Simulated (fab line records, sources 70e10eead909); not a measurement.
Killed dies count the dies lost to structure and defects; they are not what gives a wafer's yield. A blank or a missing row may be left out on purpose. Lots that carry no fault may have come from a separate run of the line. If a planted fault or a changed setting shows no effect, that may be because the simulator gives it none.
A struck lot beside a sound one + flow nand_harc + 21 steps out of a route of 1302
Sound: these wafers, L423.1, L423.3, L423.4. The struck wafers were L433.1, L433.2, L433.4. The cause comes at the end.
At each step with rows: each side's tool, then ch and its chambers, then its first start. Under that, the readings that differ: sound wafers + struck wafers + difference of the means + sigmas: that difference in standard deviations of wafers without a fault.
alike: readings with means less than 2 such deviations apart, plus words and numbers identical on both sides. not compared: withheld readings, readings lacking a value on some wafer, bounds such as >300 that could conceal the same value, and numbers that have no deviation in the record and whose values overlap.
The two part at a step that has a row with sigmas, a row that says differs or no value, or rows on one side only. Non-overlapping numbers with no deviation appear without sigmas and do not part them. A reading missing from all wafers of one side parts the sides only when that side holds two or more wafers.

NHARC_P_CONTACT_CVD_23: deposits W, target thk 200 nm, time 557 s.
  sound on cvd_w-02 ch 0,1; struck on cvd_w-02 ch 0,1
  alike: heater_power_outer_w, heater_power_w, throttle_valve_pct
NHARC_P_CONTACT_CMP_24: polishes, t overpolish 30 s, target thk 200 nm.
  sound on cmp-02 ch 1,2,3, day 8 01:58; struck on cmp-02 ch 0,1,2, day 12 01:04
  alike: motor_current_A, overpolish_run_s, slurry_flow_ml_min, time_to_endpoint_s
following that, these wafers have no rows for 1 step: NHARC_P_CONTACT_SRD_26.
NHARC_P_CONTACT_INSPECT_27:
  sound on defect_inspect-01 at day 8 02:23; struck on defect_inspect-02 at day 12 01:26
  alike: raw_defect_count
then, 7 steps without rows for these wafers: NHARC_P_M0_DEP_00 (deposits SiOC, target thk 150 nm); NHARC_P_M0_DEHYDRATE_01 (time 120 s); NHARC_P_M0_HMDS_02 (time 30 s); NHARC_P_M0_COAT_33 (time 65 s); NHARC_P_M0_COAT_03 (resist thk 90 nm); NHARC_P_M0_SOFTBAKE_04 (time 55 s); NHARC_P_M0_EBR_05.
NHARC_P_M0_EXPOSE_06: exposes mask P M0, target cd 90 nm.
  sound on arfi_scanner-01 ch 0, day 8 03:09; struck on arfi_scanner-01 ch 0, day 12 02:04
| reading              | sound             | struck            | difference | sigmas      |
|----------------------|-------------------|-------------------|------------|-------------|
| exposure_dose_mJ_cm2 | 81.40 81.31 81.33 | 61.16 61.14 61.01 | -20.24     | -99 or more |
  alike: mask, stage_vel_mm_s
then, 2 steps without rows for these wafers: NHARC_P_M0_PEB_07 (peb time 65 s); NHARC_P_M0_DEVELOP_08 (develop time 35 s).
NHARC_P_M0_CD_MEAS_09: target cd 90 nm.
  sound on cd_sem-01 ch 0, day 8 03:17; struck on cd_sem-03 ch 0, day 12 02:13
| reading    | sound          | struck         | difference | sigmas |
|------------|----------------|----------------|------------|--------|
| cd_nm (nm) | 90.0 89.2 89.4 | 72.8 72.2 73.0 | -16.9      | -32    |
NHARC_P_M0_OVL_MEAS_10: pitch 180 nm.
  sound on overlay-01 at day 8 03:22; struck on overlay-01 at day 12 02:17
| reading           | sound          | struck      | difference | sigmas |
|-------------------|----------------|-------------|------------|--------|
| overlay_x_nm (nm) | -0.2 -0.9 -1.2 | 1.9 1.7 2.3 | +2.7       | +3     |
  alike: overlay_y_nm
NHARC_P_M0_INSPECT_11:
  sound on defect_inspect-01 at day 8 03:25; struck on defect_inspect-01 at day 12 02:20
  alike: raw_defect_count
NHARC_P_M0_DESCUM_14: chemistry O2, time 3 s.
  sound on rie_diel-03 ch 0,1,3, day 8 03:29; struck on rie_diel-01 ch 0,1,2, day 12 02:23
| reading                | sound            | struck           | difference | sigmas |
|------------------------|------------------|------------------|------------|--------|
| rf_hours_counter_h (h) | 8 8 8            | 17 15 17         | +8         |        |
| model.P_M0.cd_nm (nm)  | 89.43 89.84 90.1 | 72.38 71.6 72.36 | -17.68     |        |
  alike: drypump_motor_current_A, oes_product_au, rf_vpp_V, showerhead_plenum_p_Torr, throttle_valve_pct
NHARC_P_M0_ETCH_34: etches the open film in N2/H2, target depth 40 nm, overetch 12 nm, time 43.94 s.
  sound on rie_diel-03 ch 0,1,3, day 8 03:34; struck on rie_diel-01 ch 1,2,3, day 12 02:29
| reading                | sound             | struck            | difference | sigmas |
|------------------------|-------------------|-------------------|------------|--------|
| oes_product_au (a.u.)  | 0.985 0.985 0.989 | 1.005 1.017 1.008 | +0.024     | +3     |
| rf_hours_counter_h (h) | 8 8 8             | 17 14 17          | +8         |        |
  alike: drypump_motor_current_A, rf_vpp_V, showerhead_plenum_p_Torr, throttle_valve_pct
NHARC_P_M0_ETCH_15: etches the open film in C4F8/Ar, target depth 150 nm, overetch 15 nm, time 82.5 s.
  sound on rie_diel-03 ch 0,1,2; struck on rie_diel-01 ch 1,2,3
| reading                | sound           | struck            | difference | sigmas |
|------------------------|-----------------|-------------------|------------|--------|
| rf_hours_counter_h (h) | 8 8 8           | 14 17 17          | +8         |        |
| model.P_M0.cd_nm (nm)  | 89.3 89.6 90.01 | 72.38 71.76 72.63 | -17.38     |        |
  alike: oes_product_au, rf_vpp_V
NHARC_P_M0_CD_MEAS_16:
  sound on cd_sem-03 at day 8 03:46; struck on cd_sem-03 at day 12 02:41
| reading    | sound          | struck         | difference | sigmas |
|------------|----------------|----------------|------------|--------|
| cd_nm (nm) | 89.4 89.4 90.1 | 72.4 71.7 72.6 | -17.4      | -29    |

## WHERE THEY PART
At NHARC_P_M0_EXPOSE_06 first; at NHARC_P_M0_CD_MEAS_16 last (within this record only).

WHY: whatever the simulator had introduced
Process parameter drift: arfi_scanner-01, from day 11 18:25 on, at NHARC_P_M0_EXPOSE_06. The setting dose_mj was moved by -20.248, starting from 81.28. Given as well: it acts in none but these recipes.
